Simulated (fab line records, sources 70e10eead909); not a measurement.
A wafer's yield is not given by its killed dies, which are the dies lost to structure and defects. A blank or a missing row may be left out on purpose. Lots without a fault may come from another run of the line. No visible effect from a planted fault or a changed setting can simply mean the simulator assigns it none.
Chamber matching / flow nand harc / NHARC_P_BONDPAD_ETCH_37 on rie diel-08 has 4 sister chambers
The step etches the open film in N2/H2, target depth 60 nm, overetch 18 nm, time 65.91 s. 22 wafers are shown with their chamber, then 11 later ones without.

WAFERS PAIRED WITH THEIR CHAMBERS
wafer=L076.1; chamber=0; drypump motor current A (A)=5.8; rf vpp V (V)=427; oes product au (a.u.)=1.002
wafer=L076.3; chamber=3; drypump motor current A (A)=5.6; rf vpp V (V)=428; oes product au (a.u.)=0.993
wafer=L076.5; chamber=0; drypump motor current A (A)=5.9; rf vpp V (V)=428; oes product au (a.u.)=1.001
wafer=L077.1; chamber=1; drypump motor current A (A)=5.8; rf vpp V (V)=428; oes product au (a.u.)=0.993
wafer=L077.3; chamber=3; drypump motor current A (A)=5.6; rf vpp V (V)=428; oes product au (a.u.)=1.001
wafer=L077.4; chamber=2; drypump motor current A (A)=5.3; rf vpp V (V)=432; oes product au (a.u.)=0.998
wafer=L079.1; chamber=0; drypump motor current A (A)=5.9; rf vpp V (V)=428; oes product au (a.u.)=1.005
wafer=L079.4; chamber=1; drypump motor current A (A)=5.8; rf vpp V (V)=428; oes product au (a.u.)=1.000
wafer=L079.6; chamber=2; drypump motor current A (A)=5.3; rf vpp V (V)=431; oes product au (a.u.)=0.999
wafer=L083.2; chamber=1; drypump motor current A (A)=5.8; rf vpp V (V)=427; oes product au (a.u.)=0.983
wafer=L083.3; chamber=0; drypump motor current A (A)=5.9; rf vpp V (V)=427; oes product au (a.u.)=1.001
wafer=L083.4; chamber=3; drypump motor current A (A)=5.6; rf vpp V (V)=427; oes product au (a.u.)=0.985
wafer=L086.2; chamber=2; drypump motor current A (A)=5.3; rf vpp V (V)=434; oes product au (a.u.)=0.992
wafer=L086.4; chamber=0; drypump motor current A (A)=5.9; rf vpp V (V)=428; oes product au (a.u.)=1.002
wafer=L086.6; chamber=1; drypump motor current A (A)=5.8; rf vpp V (V)=427; oes product au (a.u.)=1.001
wafer=L088.2; chamber=0; drypump motor current A (A)=5.9; rf vpp V (V)=427; oes product au (a.u.)=1.003
wafer=L088.3; chamber=3; drypump motor current A (A)=5.6; rf vpp V (V)=427; oes product au (a.u.)=1.000
wafer=L088.5; chamber=3; drypump motor current A (A)=5.7; rf vpp V (V)=427; oes product au (a.u.)=0.992
wafer=L091.2; chamber=3; drypump motor current A (A)=5.6; rf vpp V (V)=428; oes product au (a.u.)=1.001
wafer=L091.3; chamber=2; drypump motor current A (A)=5.3; rf vpp V (V)=433; oes product au (a.u.)=1.016
wafer=L091.6; chamber=3; drypump motor current A (A)=5.6; rf vpp V (V)=429; oes product au (a.u.)=0.991
wafer=L093.1; chamber=2; drypump motor current A (A)=5.4; rf vpp V (V)=433; oes product au (a.u.)=1.009

SIGNATURES (means of the wafers above)
reading=drypump motor current A; chamber 0=5.883; chamber 1=5.800; chamber 2=5.320; chamber 3=5.614; scatter within a chamber=0.0372
reading=rf vpp V; chamber 0=427.50; chamber 1=427.50; chamber 2=432.60; chamber 3=427.71; scatter within a chamber=0.786
reading=oes product au; chamber 0=1.00233; chamber 1=0.99425; chamber 2=1.00280; chamber 3=0.99471; scatter within a chamber=0.00671
Rule: distance of a wafer from a chamber = root of the sum over the readings of ((wafer's reading minus chamber's mean) / reading's scatter) squared. The wafer belongs to the nearest chamber; if the next one is less than 2 further off, it can't be placed. How the scatter is found: for the shown wafers, subtract from each reading the mean of its chamber, square and add these, divide the total by (wafers less chambers), then take the root.

WAFERS WITH NO CHAMBER GIVEN
wafer=L093.4; drypump motor current A (A)=5.9; rf vpp V (V)=428; oes product au (a.u.)=1.000
wafer=L093.5; drypump motor current A (A)=5.9; rf vpp V (V)=427; oes product au (a.u.)=0.995
wafer=L094.4; drypump motor current A (A)=5.4; rf vpp V (V)=433; oes product au (a.u.)=1.011
wafer=L094.5; drypump motor current A (A)=5.8; rf vpp V (V)=426; oes product au (a.u.)=0.996
wafer=L094.6; drypump motor current A (A)=5.9; rf vpp V (V)=429; oes product au (a.u.)=0.992
wafer=L096.1; drypump motor current A (A)=5.6; rf vpp V (V)=427; oes product au (a.u.)=0.984
wafer=L096.2; drypump motor current A (A)=5.8; rf vpp V (V)=429; oes product au (a.u.)=1.001
wafer=L096.3; drypump motor current A (A)=5.4; rf vpp V (V)=434; oes product au (a.u.)=0.997
wafer=L096.4; drypump motor current A (A)=5.9; rf vpp V (V)=427; oes product au (a.u.)=1.002
wafer=L096.5; drypump motor current A (A)=5.6; rf vpp V (V)=428; oes product au (a.u.)=0.990
wafer=L096.6; drypump motor current A (A)=5.3; rf vpp V (V)=433; oes product au (a.u.)=1.001

WHICH CHAMBER EACH ONE RAN IN
wafer=L093.4; from the rows above=0; in truth=0
wafer=L093.5; from the rows above=can't be placed: 0 or 1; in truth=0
wafer=L094.4; from the rows above=2; in truth=2
wafer=L094.5; from the rows above=can't be placed: 1 or 0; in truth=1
wafer=L094.6; from the rows above=can't be placed: 0 or 1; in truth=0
wafer=L096.1; from the rows above=3; in truth=3
wafer=L096.2; from the rows above=can't be placed: 1 or 0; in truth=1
wafer=L096.3; from the rows above=2; in truth=2
wafer=L096.4; from the rows above=0; in truth=0
wafer=L096.5; from the rows above=3; in truth=3
wafer=L096.6; from the rows above=2; in truth=2
Correctly placed: 7 of 11. These rows do not allow placing 4 (true chamber among the candidates in 4). Wrongly placed: 0.
